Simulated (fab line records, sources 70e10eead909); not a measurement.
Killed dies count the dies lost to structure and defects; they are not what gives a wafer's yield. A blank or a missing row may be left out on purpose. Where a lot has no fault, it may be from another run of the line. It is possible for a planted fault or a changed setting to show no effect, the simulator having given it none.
The same fault as seen by 3 desks / flow nand_harc / what lay behind the numbers comes last; until then each desk has only its own

== THE TOOL OWNER'S DESK: cmp-03 ==
The tool's own readings at NHARC_P_BONDPAD_CMP_19 (polishes, t overpolish 30 s, cu recess touch 16 s, target thk 160.81 nm): means of the sampled wafers that have a number, for each lot that ran on this tool. The brackets show how far a lot's mean lies from the usual mean; more than 4 standard deviations puts the lot out of limits, marked OUT.
Columns: A = motor_current_A at NHARC_P_BONDPAD_CMP_19, usual 11.9 A; B = overpolish_run_s at NHARC_P_BONDPAD_CMP_19, usual 30.000 s
lot=L943; first seen here=day 7 05:47; A=12.3; B=29.998
lot=L942; first seen here=day 7 06:34; A=13.0; B=30.003
lot=L945; first seen here=day 7 16:18; A=13.1; B=30.001
lot=L946; first seen here=day 8 11:46; A=12.6; B=30.002
lot=L948; first seen here=day 8 12:47; A=13.0; B=30.008
lot=L947; first seen here=day 8 13:14; A=13.8; B=29.998
lot=L951; first seen here=day 9 14:22; A=12.9; B=29.991
lot=L963; first seen here=day 11 21:39; A=12.9; B=29.995
Finding of this desk: none of the 8 lots has anything out of limits.

== THE METROLOGY DESK ==
What the gauges read, lot by lot, whatever tool the lot ran on: means of the sampled wafers that have a number. The brackets show how far a lot's mean lies from the usual mean; more than 4 standard deviations puts the lot out of limits, marked OUT.
Columns: A = thk_nm at NHARC_P_BONDPAD_THK_MEAS_20, usual 160.4 nm
lot=L941; first seen here=day 6 16:47; A=160.4
lot=L943; first seen here=day 7 06:03; A=162.0
lot=L942; first seen here=day 7 06:51; A=161.4
lot=L945; first seen here=day 7 16:35; A=158.6
lot=L946; first seen here=day 8 12:04; A=160.7
lot=L948; first seen here=day 8 13:03; A=158.9
lot=L947; first seen here=day 8 13:31; A=159.9
lot=L951; first seen here=day 9 14:37; A=159.9
lot=L952; first seen here=day 9 15:32; A=160.7
lot=L958; first seen here=day 11 11:35; A=160.1
lot=L960; first seen here=day 11 14:29; A=160.1
lot=L963; first seen here=day 11 21:55; A=160.2
Finding of this desk: none of the 12 lots has anything out of limits.

== THE DEFECT DESK ==
For each lot, the counts of the inspections along the route, averaged over the sampled wafers that have a number. The brackets show how far a lot's mean lies from the usual mean; more than 4 standard deviations puts the lot out of limits, marked OUT.
Columns: A = raw_defect_count at NHARC_P_BONDPAD_INSPECT_23, usual 342
lot=L941; first seen here=day 6 17:01; A=286
lot=L943; first seen here=day 7 06:17; A=447
lot=L942; first seen here=day 7 07:05; A=397
lot=L945; first seen here=day 7 16:49; A=455
lot=L946; first seen here=day 8 12:16; A=262
lot=L948; first seen here=day 8 13:17; A=365
lot=L947; first seen here=day 8 13:43; A=724
lot=L951; first seen here=day 9 14:50; A=924 (+5.3) OUT
lot=L952; first seen here=day 9 15:45; A=196
lot=L958; first seen here=day 11 11:49; A=328
lot=L960; first seen here=day 11 14:42; A=270
lot=L963; first seen here=day 11 22:09; A=443
This desk's finding: out of limits on L951; first on L951, day 9 14:50 (raw_defect_count at NHARC_P_BONDPAD_INSPECT_23). In limits: L941, L943, L942, L945, L946, L948, L947, L952, L958, L960, L963.

== BROUGHT TOGETHER ==
The defect desk could have raised an alarm at day 9 14:50, on L951.
The desk of the tool owner found nothing out of limits.
Nothing out of limits was seen by the metrology desk.
The tool owner's desk has L951 on record, within its limits.
The metrology desk holds a record of L951, inside its limits.
On cmp-03, each named lot ran NHARC_P_BONDPAD_CMP_19.

== WHAT HAD BEEN PUT IN BY THE SIMULATOR ==
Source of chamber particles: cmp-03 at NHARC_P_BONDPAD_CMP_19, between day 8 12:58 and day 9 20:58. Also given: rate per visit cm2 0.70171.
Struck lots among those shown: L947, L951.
Hours from the fault's start to each desk's first reading out of limits: the defect desk, 26.
